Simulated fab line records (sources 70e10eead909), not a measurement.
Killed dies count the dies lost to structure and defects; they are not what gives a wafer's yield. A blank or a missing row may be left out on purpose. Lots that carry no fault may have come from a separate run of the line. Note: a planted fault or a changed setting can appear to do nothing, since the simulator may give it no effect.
Which tool is to blame?	flow nand harc	Sampling: 23 lots, 69 wafers, 6 of 1159 route steps

WHAT THE GAUGES SHOWED, per wafer
No reading from a measuring or inspecting step in the record can be judged against a usual standard deviation.

WHICH TOOL RAN EACH LOT (tool, then ch and the chambers of the sampled wafers, then the start)
lot	NHARC_A_SGD_CUT_ETCH_59	NHARC_A_SLIT_ETCH_26	NHARC_A_SLIT_STRIP_18	NHARC_A_WL_FILL_ALD_02	NHARC_A_WL_FILL_ALD_10	NHARC_A_CONTACT_ETCH_50
L074	rie diel-04 ch 0,1,2, day 14 13:11 or earlier	har etch-01 ch 0,1, day 14 13:11	rie diel-05 ch 1,2,3, day 14 21:03 or earlier	ald metal-01 ch 0,1,3, day 14 21:03	ald hk-01 ch 0,1,2, day 15 08:46	rie diel-02 ch 0,1,3, no start
L075	rie diel-01 ch 1,2, day 14 15:19 or earlier	har etch-02 ch 0,1, day 14 15:19	rie diel-05 ch 1,2,3, day 15 00:45 or earlier	ald metal-02 ch 1,2,3, day 15 00:45	ald hk-04 ch 1,2,3, day 15 14:07	rie diel-02 ch 1,3, no start
L076	rie diel-10 ch 1,2,3, day 14 16:33 or earlier	har etch-01 ch 0,1, day 14 16:33	rie diel-12 ch 0,1,2, day 15 00:38 or earlier	ald metal-04 ch 1,2,3, day 15 00:38	ald hk-01 ch 0,1,3, day 15 14:07	rie diel-02 ch 0,2,3, no start
L077	rie diel-04 ch 1,2,3, day 14 14:55 or earlier	har etch-01 ch 0, day 14 14:55	rie diel-12 ch 0,2,3, day 15 00:18 or earlier	ald metal-02 ch 1,3, day 15 00:18	ald hk-02 ch 0,2,3, day 15 11:53	rie diel-02 ch 0,2,3, no start
L079	rie diel-01 ch 0,2,3, day 15 13:49 or earlier	har etch-01 ch 0,1, day 15 13:49	rie diel-08 ch 2,3, day 15 23:19 or earlier	ald metal-01 ch 0,1,2, day 15 23:19	ald hk-01 ch 1,2, day 16 15:38	rie diel-02 ch 2,3, no start
L078	rie diel-04 ch 2,3, day 15 15:21 or earlier	har etch-02 ch 0,1, day 15 15:21	rie diel-12 ch 0,3, day 15 23:05 or earlier	ald metal-04 ch 0,1,3, day 15 23:05	ald hk-02 ch 0,1,3, day 16 13:37	rie diel-02 ch 0,1,3, no start
L080	rie diel-01 ch 0,1,2, day 15 13:38 or earlier	har etch-02 ch 0,1, day 15 13:38	rie diel-05 ch 1,2,3, day 15 23:13 or earlier	ald metal-02 ch 0,2,3, day 15 23:13	ald hk-01 ch 0,2,3, day 16 12:34	rie diel-02 ch 0,1,2, no start
L081	rie diel-10 ch 1,2, day 15 18:57 or earlier	har etch-01 ch 0,1, day 15 18:57	rie diel-05 ch 0,2,3, day 16 04:26 or earlier	ald metal-01 ch 0,1, day 16 04:26	ald hk-01 ch 0,1,3, day 16 20:42	rie diel-02 ch 0,1, no start
L082	rie diel-04 ch 0,1,2, day 16 17:41 or earlier	har etch-01 ch 0, day 16 17:41	rie diel-12 ch 2,3, day 17 03:04 or earlier	ald metal-04 ch 1,2,3, day 17 03:04	ald hk-04 ch 1,2,3, day 17 19:14	rie diel-02 ch 0,1,3, no start
L083	rie diel-01 ch 0,1,2, day 16 18:55 or earlier	har etch-02 ch 0,1, day 16 18:55	rie diel-05 ch 0,1,3, day 17 03:11 or earlier	ald metal-02 ch 1,2,3, day 17 03:11	ald hk-02 ch 1,2,3, day 17 19:13	rie diel-02 ch 2,3, no start
L086	rie diel-01 ch 0,2,3, day 17 07:08 or earlier	har etch-02 ch 0,1, day 17 07:08	rie diel-08 ch 0,1,2, day 17 16:39 or earlier	ald metal-02 ch 0,1,2, day 17 16:39	ald hk-04 ch 1,2,3, day 18 10:39	rie diel-02 ch 0,2,3, no start
L087	rie diel-10 ch 0,3, day 17 09:10 or earlier	har etch-01 ch 0,1, day 17 09:10	rie diel-05 ch 1,3, day 17 16:30 or earlier	ald metal-04 ch 1,2, day 17 16:30	ald hk-02 ch 0,1,3, day 18 04:08	rie diel-02 ch 0,2, no start
L085	rie diel-10 ch 0,1,3, day 17 11:14 or earlier	har etch-02 ch 0, day 17 11:14	rie diel-08 ch 0,1,3, day 17 21:46 or earlier	ald metal-02 ch 2,3, day 17 21:46	ald hk-01 ch 2,3, day 18 11:34	rie diel-11 ch 0,1,3, no start
L089	rie diel-04 ch 0,1, day 18 11:35 or earlier	har etch-02 ch 0,1, day 18 11:35	rie diel-08 ch 0,2,3, day 18 21:05 or earlier	ald metal-02 ch 0,2,3, day 18 21:05	ald hk-01 ch 0,1,2, day 19 10:46	rie diel-11 ch 0,1,3, no start
L088	rie diel-10 ch 0,1,3, day 18 12:20 or earlier	har etch-01 ch 0,1, day 18 12:20	rie diel-05 ch 0,1,3, day 18 20:58 or earlier	ald metal-04 ch 0,3, day 18 20:58	ald hk-02 ch 0,1, day 19 10:46	rie diel-02 ch 1,2, no start
L093	rie diel-04 ch 1,2, day 18 18:07 or earlier	har etch-02 ch 0, day 18 18:07	rie diel-05 ch 2,3, day 19 03:28 or earlier	ald metal-04 ch 0,1, day 19 03:28	ald hk-02 ch 0,1,3, day 19 15:16	rie diel-03 ch 1,2,3, no start
L092	rie diel-01 ch 0,1,3, day 18 19:44 or earlier	har etch-02 ch 0,1, day 18 19:44	rie diel-08 ch 1,2,3, day 19 03:33 or earlier	ald metal-01 ch 1,2,3, day 19 03:33	ald hk-01 ch 0,1,2, day 19 13:45	rie diel-02 ch 0,1,2, no start
L090	rie diel-10 ch 0,1,3, day 18 18:17 or earlier	har etch-01 ch 0,1, day 18 18:17	rie diel-12 ch 2,3, day 19 03:38 or earlier	ald metal-02 ch 1,2,3, day 19 03:38	ald hk-01 ch 1,2,3, day 19 17:54	rie diel-03 ch 0,1,3, no start
L091	rie diel-01 ch 0,1,2, day 18 21:24 or earlier	har etch-01 ch 0,1, day 18 21:24	rie diel-08 ch 0,1,3, day 19 06:50 or earlier	ald metal-04 ch 0,1,2, day 19 06:50	ald hk-01 ch 0,1,3, day 19 19:58	rie diel-02 ch 0,2,3, no start
L094	rie diel-04 ch 0,1,3, day 19 12:11 or earlier	har etch-01 ch 0,1, day 19 12:11	rie diel-12 ch 1,2,3, day 19 21:39 or earlier	ald metal-04 ch 0,2,3, day 19 21:39	ald hk-01 ch 0,1,3, day 20 11:46	rie diel-03 ch 0,2,3, no start
L095	rie diel-01 ch 2,3, day 20 02:13 or earlier	har etch-01 ch 0,1, day 20 02:13	rie diel-05 ch 0,1, day 20 11:49 or earlier	ald metal-02 ch 0,1, day 20 11:49	ald hk-01 ch 0,1,3, day 20 23:36	rie diel-03 ch 1,2, no start
L096	rie diel-10 ch 0,1, day 20 02:23 or earlier	har etch-02 ch 0,1, day 20 02:23	rie diel-12 ch 1,2, day 20 11:36 or earlier	ald metal-04 ch 0,3, day 20 11:36	ald hk-02 ch 0,1,2, day 21 00:05	rie diel-02 ch 0,1,3, no start
L097	rie diel-01 ch 1,2,3, day 20 08:50 or earlier	har etch-02 ch 0,1, day 20 08:50	rie diel-08 ch 0,1,2, day 20 18:12 or earlier	ald metal-02 ch 0,1,2, day 20 18:12	ald hk-02 ch 0,1,3, day 21 05:50	rie diel-03 ch 0,1,2, no start
- NHARC_A_SGD_CUT_ETCH_59: etches the open film in N2/H2, target depth 260 nm, time 406.25 s.
- NHARC_A_SLIT_ETCH_26: etches the open film in C4F8/O2/Ar, time 90 s, target depth 400 nm.
- NHARC_A_SLIT_STRIP_18: strips in O2.
- NHARC_A_WL_FILL_ALD_02: deposits TiN, target thk 2 nm, pulse time 3 s, ald cycles 100.
- NHARC_A_WL_FILL_ALD_10: deposits SiO2, target thk 50 nm, pulse time 10 s, ald cycles 500.
- NHARC_A_CONTACT_ETCH_50: etches the open film in CF4/CHF3, target depth 84.7 nm, time 42.4 s.

AS READ BY THE TOOLS THEMSELVES (means over the sampled wafers that have a number; for cases with no such wafer, the mark the record gives instead)
NHARC_A_SGD_CUT_ETCH_59.
lot	tool	drypump motor current A (A)	oes product au (a.u.)	rf vpp V (V)	showerhead plenum p Torr (Torr)	throttle valve pct (%)
L074	rie diel-04	5.4	1.006	432.1	2.13	14.177
L075	rie diel-01	5.3	0.994	430.3	2.05	14.173
L076	rie diel-10	5.9	0.997	429.6	2.01	14.166
L077	rie diel-04	5.9	1.010	433.7	2.15	14.178
L079	rie diel-01	5.9	1.010	430.3	2.03	14.162
L078	rie diel-04	5.9	1.011	433.2	2.16	14.170
L080	rie diel-01	5.9	0.996	432.5	2.09	14.173
L081	rie diel-10	5.9	0.997	429.8	2.03	14.169
L082	rie diel-04	5.4	1.011	433.5	2.13	14.176
L083	rie diel-01	5.9	0.991	431.5	2.09	14.168
L086	rie diel-01	5.9	1.008	429.2	2.03	14.167
L087	rie diel-10	5.9	0.990	428.1	1.96	14.174
L085	rie diel-10	6.0	0.997	429.2	1.98	14.170
L089	rie diel-04	5.5	1.014	432.2	2.12	14.168
L088	rie diel-10	6.0	0.992	429.2	1.98	14.159
L093	rie diel-04	5.8	1.010	433.5	2.16	14.174
L092	rie diel-01	6.3	1.000	431.1	2.07	14.169
L090	rie diel-10	6.0	0.996	429.0	1.98	14.175
L091	rie diel-01	5.8	0.991	431.3	2.09	14.176
L094	rie diel-04	5.6	1.004	432.6	2.12	14.169
L095	rie diel-01	5.9	1.004	428.5	1.96	14.160
L096	rie diel-10	6.0	1.001	429.9	2.00	14.168
L097	rie diel-01	5.9	1.000	430.1	2.03	14.170

NHARC_A_SLIT_ETCH_26.
lot	tool	drypump motor current A (A)	he backside leak sccm (sccm)	showerhead plenum p Torr (Torr)	throttle valve pct (%)
L074	har etch-01	5.4	5.3	3.84	27.625
L075	har etch-02	6.2	5.7	3.71	27.621
L076	har etch-01	5.4	5.0	3.83	27.619
L077	har etch-01	5.6	5.6	3.83	27.618
L079	har etch-01	5.5	5.3	3.83	27.613
L078	har etch-02	6.2	5.6	3.70	27.625
L080	har etch-02	6.4	5.8	3.75	27.615
L081	har etch-01	5.4	5.2	3.82	27.619
L082	har etch-01	5.7	5.5	3.82	27.619
L083	har etch-02	6.4	5.8	3.75	27.624
L086	har etch-02	6.4	5.8	3.75	27.624
L087	har etch-01	5.6	5.4	3.82	27.621
L085	har etch-02	6.1	5.7	3.64	27.611
L089	har etch-02	6.4	5.7	3.74	27.609
L088	har etch-01	5.4	5.2	3.81	27.615
L093	har etch-02	6.1	5.7	3.64	27.619
L092	har etch-02	6.4	5.5	3.74	27.620
L090	har etch-01	5.6	5.3	3.81	27.625
L091	har etch-01	5.4	5.3	3.81	27.614
L094	har etch-01	5.4	5.1	3.80	27.625
L095	har etch-01	5.6	5.3	3.80	27.627
L096	har etch-02	6.4	6.0	3.73	27.625
L097	har etch-02	6.4	6.0	3.72	27.613

NHARC_A_SLIT_STRIP_18.
lot	tool	drypump motor current A (A)	oes product au (a.u.)	rf vpp V (V)	showerhead plenum p Torr (Torr)	throttle valve pct (%)
L074	rie diel-05	5.5	0.991	58.0	3.57	17.043
L075	rie diel-05	5.5	0.998	57.6	3.57	17.031
L076	rie diel-12	6.1	0.998	57.7	3.60	17.037
L077	rie diel-12	6.5	0.991	57.1	3.61	17.029
L079	rie diel-08	5.5	0.994	58.6	3.45	17.040
L078	rie diel-12	6.3	1.001	58.3	3.50	17.042
L080	rie diel-05	5.5	0.988	58.0	3.57	17.040
L081	rie diel-05	5.4	0.981	58.0	3.59	17.028
L082	rie diel-12	6.6	0.996	58.5	3.66	17.036
L083	rie diel-05	5.9	0.994	57.9	3.64	17.037
L086	rie diel-08	5.8	0.999	57.4	3.37	17.038
L087	rie diel-05	5.6	0.992	58.5	3.64	17.038
L085	rie diel-08	5.7	1.000	57.3	3.41	17.034
L089	rie diel-08	5.5	1.007	57.5	3.43	17.038
L088	rie diel-05	5.9	0.997	58.2	3.64	17.032
L093	rie diel-05	5.1	0.986	57.7	3.52	17.040
L092	rie diel-08	5.7	1.003	58.2	3.43	17.031
L090	rie diel-12	6.5	0.998	58.4	3.71	17.030
L091	rie diel-08	5.7	1.000	58.5	3.41	17.034
L094	rie diel-12	6.3	0.993	58.3	3.64	17.037
L095	rie diel-05	6.2	0.996	58.2	3.63	17.041
L096	rie diel-12	6.3	0.998	57.3	3.69	17.034
L097	rie diel-08	5.7	1.004	57.8	3.36	17.040

NHARC_A_WL_FILL_ALD_02.
lot	tool	heater power w (W)	precursor pulse height rel
L074	ald metal-01	1158	1.001
L075	ald metal-02	1123	0.975
L076	ald metal-04	1082	1.003
L077	ald metal-02	1082	1.011
L079	ald metal-01	1218	1.005
L078	ald metal-04	1083	1.008
L080	ald metal-02	1073	1.006
L081	ald metal-01	1172	0.980
L082	ald metal-04	1073	1.009
L083	ald metal-02	1157	1.002
L086	ald metal-02	1138	0.983
L087	ald metal-04	949	1.009
L085	ald metal-02	1096	1.005
L089	ald metal-02	1088	1.032
L088	ald metal-04	1209	1.006
L093	ald metal-04	965	1.000
L092	ald metal-01	1232	1.009
L090	ald metal-02	1153	1.003
L091	ald metal-04	1050	0.985
L094	ald metal-04	1165	1.025
L095	ald metal-02	1210	1.009
L096	ald metal-04	1180	1.001
L097	ald metal-02	1180	0.991

NHARC_A_WL_FILL_ALD_10.
lot	tool	heater power w (W)	precursor pulse height rel
L074	ald hk-01	466	0.996
L075	ald hk-04	449	1.021
L076	ald hk-01	446	1.010
L077	ald hk-02	466	0.990
L079	ald hk-01	438	1.004
L078	ald hk-02	441	1.014
L080	ald hk-01	455	1.000
L081	ald hk-01	437	0.990
L082	ald hk-04	467	1.023
L083	ald hk-02	442	1.004
L086	ald hk-04	464	1.000
L087	ald hk-02	440	1.011
L085	ald hk-01	433	0.972
L089	ald hk-01	447	0.985
L088	ald hk-02	455	0.983
L093	ald hk-02	448	0.987
L092	ald hk-01	449	1.004
L090	ald hk-01	434	1.000
L091	ald hk-01	454	0.992
L094	ald hk-01	454	0.992
L095	ald hk-01	447	0.996
L096	ald hk-02	474	1.000
L097	ald hk-02	448	1.008

NHARC_A_CONTACT_ETCH_50.
lot	tool	drypump motor current A (A)	oes product au (a.u.)	rf vpp V (V)	showerhead plenum p Torr (Torr)	throttle valve pct (%)
L074	rie diel-02	5.2	0.963	370.6	1.56	16.798
L075	rie diel-02	5.6	0.955	369.3	1.53	16.803
L076	rie diel-02	5.3	0.972	370.2	1.56	16.804
L077	rie diel-02	5.2	0.982	370.0	1.56	16.807
L079	rie diel-02	5.6	0.949	368.1	1.53	16.803
L078	rie diel-02	5.2	0.964	369.5	1.56	16.807
L080	rie diel-02	5.1	0.967	371.4	1.57	16.804
L081	rie diel-02	4.9	0.976	371.3	1.59	16.798
L082	rie diel-02	5.2	0.959	369.7	1.56	16.806
L083	rie diel-02	5.6	0.967	369.9	1.53	16.806
L086	rie diel-02	5.3	0.931	370.5	1.56	16.803
L087	rie diel-02	5.2	0.946	370.5	1.57	16.792
L085	rie diel-11	6.0	0.933	369.0	1.54	16.809
L089	rie diel-11	6.0	0.916	369.4	1.54	16.798
L088	rie diel-02	5.3	0.959	370.0	1.55	16.793
L093	rie diel-03	5.7	0.983	371.7	1.59	16.811
L092	rie diel-02	5.1	0.967	370.8	1.57	16.805
L090	rie diel-03	5.7	0.922	371.4	1.59	16.805
L091	rie diel-02	5.3	0.964	369.7	1.56	16.806
L094	rie diel-03	6.0	0.970	372.0	1.60	16.800
L095	rie diel-03	5.2	0.957	371.0	1.61	16.791
L096	rie diel-02	5.2	0.964	370.1	1.56	16.806
L097	rie diel-03	5.4	0.923	372.3	1.62	16.796

THE ANSWER, worked out from the rows above alone
Rule: what is usual is taken from the lots themselves. The widest of any qualifying gaps counts: lots, ordered by their means at a reading, are off when they make up no more than a third of the lots, leave a main group of 4 or more, and stand apart from it by 3 or more times the standard deviation of that group's means. A main group whose means are all the same, to the digits that the tables above print for the reading, isn't used. A lot without any number at a reading at which 4 lots or more have one is off too. Any other lot the step has rows for is counted as sound. First the gauges in route order, then the tools' own readings, where a lot's mean is used as printed above. The first step at which some lot is off is used, and at that step the reading that is off furthest; a lot without a number counts as furthest.
No lot is off on any of the readings shown, so nothing can be concluded from this.

WHAT THE SIMULATOR PUT IN
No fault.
